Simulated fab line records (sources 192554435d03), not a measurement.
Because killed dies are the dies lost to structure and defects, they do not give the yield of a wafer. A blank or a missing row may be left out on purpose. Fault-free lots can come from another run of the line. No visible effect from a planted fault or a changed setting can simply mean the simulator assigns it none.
Matching of chambers ; flow n5Finfet ; N5_FIN_SAQP_HM_OPEN_73 on rieDiel-05: 4 sister chambers
The step chemistry CHF3/O2, target SiO2, stops on a-Si, target depth 12 nm, time 16.8 s. 22 wafers are shown with their chamber, then 11 later ones without.

WAFERS PAIRED WITH THEIR CHAMBERS
wafer;chamber;drypumpMotorCurrentA (A);rfVppV (V);showerheadPlenumPTorr (Torr)
L080.1;1;5.2;537;2.49
L080.5;1;5.2;540;2.49
L080.6;0;6.1;538;2.49
L082.1;2;6.3;487;2.56
L082.3;1;5.2;539;2.49
L082.5;3;5.6;481;2.26
L083.1;1;5.2;538;2.49
L083.2;0;6.1;538;2.49
L083.5;0;6.0;537;2.49
L084.1;1;5.2;539;2.49
L084.3;2;6.3;486;2.56
L084.4;0;6.1;537;2.49
L088.3;1;5.2;540;2.48
L088.5;0;6.1;536;2.49
L088.6;1;5.2;539;2.48
L089.1;0;6.1;536;2.49
L089.2;2;6.3;485;2.55
L089.5;0;6.0;535;2.49
L091.1;0;6.1;535;2.48
L091.2;2;6.3;485;2.55
L091.6;3;5.6;480;2.25
L092.1;1;5.2;537;2.48

SIGNATURES (averages over the wafers above)
reading;chamber 0;chamber 1;chamber 2;chamber 3;scatter within a chamber
drypumpMotorCurrentA;6.075;5.200;6.300;5.600;0.0289
rfVppV;536.50;538.62;485.75;480.50;1.13
showerheadPlenumPTorr;2.4888;2.4863;2.5550;2.2550;0.00486
Rule: a wafer lies at a distance from a chamber equal to the root of the sum of squares, over the readings, of (its reading less the chamber's mean, divided by the reading's scatter). The wafer belongs to the nearest chamber; if the next one is less than 2 further off, it can't be placed. The scatter is the square root of a quotient: the sum, over the shown wafers, of each reading's squared deviation from its chamber's mean, divided by wafers minus chambers.

WAFERS WITHOUT THEIR CHAMBER
wafer;drypumpMotorCurrentA (A);rfVppV (V);showerheadPlenumPTorr (Torr)
L092.2;5.6;482;2.25
L092.3;6.3;485;2.55
L093.1;6.3;485;2.55
L093.2;6.1;534;2.48
L093.3;5.2;540;2.48
L094.2;5.2;538;2.48
L094.3;6.1;535;2.48
L094.5;5.2;538;2.48
L096.2;5.2;538;2.48
L096.3;6.0;536;2.48
L096.6;5.6;489;2.54

THE CHAMBER EACH PASSED THROUGH
wafer;from the rows above;in truth
L092.2;3;3
L092.3;2;2
L093.1;2;2
L093.2;0;0
L093.3;1;1
L094.2;1;1
L094.3;0;0
L094.5;1;1
L096.2;1;1
L096.3;0;0
L096.6;2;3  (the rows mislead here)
Correctly placed: 10 of 11. Number that these rows cannot place: 0. Placed wrongly: 1.
